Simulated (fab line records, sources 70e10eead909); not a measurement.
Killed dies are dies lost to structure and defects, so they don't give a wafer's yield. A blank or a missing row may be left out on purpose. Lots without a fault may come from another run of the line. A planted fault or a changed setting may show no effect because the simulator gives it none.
Chamber matching | flow nand_harc | NHARC_P_M1_STRIP_18 on rie_diel-01: 4 sister chambers
The step strips in N2/H2. 4 wafers are shown with their chamber, then 7 later ones without.

WAFERS WITH THEIR CHAMBER
wafer  | chamber | drypump_motor_current_A (A)
L891.5 | 2       | 4.93
L892.3 | 3       | 5.97
L893.1 | 1       | 5.32
L893.2 | 0       | 5.59

WAFERS WITHOUT THEIR CHAMBER
wafer  | drypump_motor_current_A (A)
L893.6 | 5.37
L894.2 | 5.60
L894.4 | 5.32
L894.5 | 5.60
L896.2 | 5.97
L896.5 | 5.61
L896.6 | 5.32

WHICH CHAMBER EACH WENT THROUGH
wafer  | from the rows above | in truth
L893.6 | 1                   | 1
L894.2 | 0                   | 0
L894.4 | 1                   | 1
L894.5 | 0                   | 0
L896.2 | 3                   | 3
L896.5 | 0                   | 0
L896.6 | 1                   | 1
Placed correctly: 7 of 7. Can't be placed from these rows: 0. Placed wrongly: 0.
How it was worked out, from the rows above alone: a wafer's distance from a chamber is the root of the sum, over the readings, of the square of ((its reading less the chamber's mean) divided by the reading's scatter). The wafer belongs to the nearest chamber; if the next one is less than 2 further off, it can't be placed. A chamber's mean is the mean of its shown wafers. The scatter: with one shown wafer a chamber, the root of the mean of the squares of how far each hidden wafer lies from its nearest shown one.
